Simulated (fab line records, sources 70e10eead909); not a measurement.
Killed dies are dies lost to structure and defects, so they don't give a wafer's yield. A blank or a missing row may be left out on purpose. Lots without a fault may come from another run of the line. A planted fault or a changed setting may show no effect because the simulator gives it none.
Chamber matching | flow nand_harc | NHARC_P_CONTACT_CMP_24 on cmp-04: 4 sister chambers
The step polishes, t overpolish 30 s, target thk 200 nm. 8 wafers are shown with their chamber, then 10 later ones without.

WAFERS WITH THEIR CHAMBER
wafer  | chamber | motor_current_A (A) | time_to_endpoint_s (s)
L077.6 | 3       | 12.7                | 37.2
L087.1 | 2       | 11.5                | 39.5
L087.4 | 1       | 11.7                | 38.7
L086.1 | 0       | 12.1                | 37.4
L086.2 | 1       | 11.1                | 41.1
L086.4 | 3       | 12.4                | 38.7
L090.1 | 0       | 11.3                | 39.7
L090.3 | 2       | 11.6                | 38.9

WAFERS WITHOUT THEIR CHAMBER
wafer  | motor_current_A (A) | time_to_endpoint_s (s)
L090.4 | 13.0                | 41.7
L092.1 | 11.8                | 40.6
L092.4 | 11.5                | 44.5
L092.5 | 12.9                | 45.0
L093.2 | 12.8                | 43.0
L093.4 | 10.9                | 43.8
L093.6 | 11.5                | 43.9
L096.1 | 11.3                | 38.4
L096.3 | 12.2                | 39.9
L096.4 | 11.6                | 37.6

WHICH CHAMBER EACH WENT THROUGH
wafer  | from the rows above               | in truth
L090.4 | can't be placed: 3 or 0 or 2 or 1 | 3
L092.1 | can't be placed: 1 or 2 or 0 or 3 | 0
L092.4 | can't be placed: 1 or 2 or 0      | 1
L092.5 | can't be placed: 3 or 1 or 2 or 0 | 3
L093.2 | can't be placed: 3 or 2 or 1 or 0 | 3
L093.4 | can't be placed: 1 or 2 or 0      | 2
L093.6 | can't be placed: 1 or 2 or 0      | 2
L096.1 | can't be placed: 2 or 0 or 1      | 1
L096.3 | can't be placed: 0 or 3 or 2 or 1 | 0
L096.4 | can't be placed: 0 or 2 or 1 or 3 | 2
Placed correctly: 0 of 10. Can't be placed from these rows: 10 (the true chamber is among the candidates in 10). Placed wrongly: 0.
How it was worked out, from the rows above alone: a wafer's distance from a chamber is the root of the sum, over the readings, of the square of ((its reading less the chamber's mean) divided by the reading's scatter). The wafer belongs to the nearest chamber; if the next one is less than 2 further off, it can't be placed. A chamber's mean is the mean of its shown wafers. The scatter: the root of (the sum of the squares of (reading less its chamber's mean) over the shown wafers, divided by (wafers less chambers)).
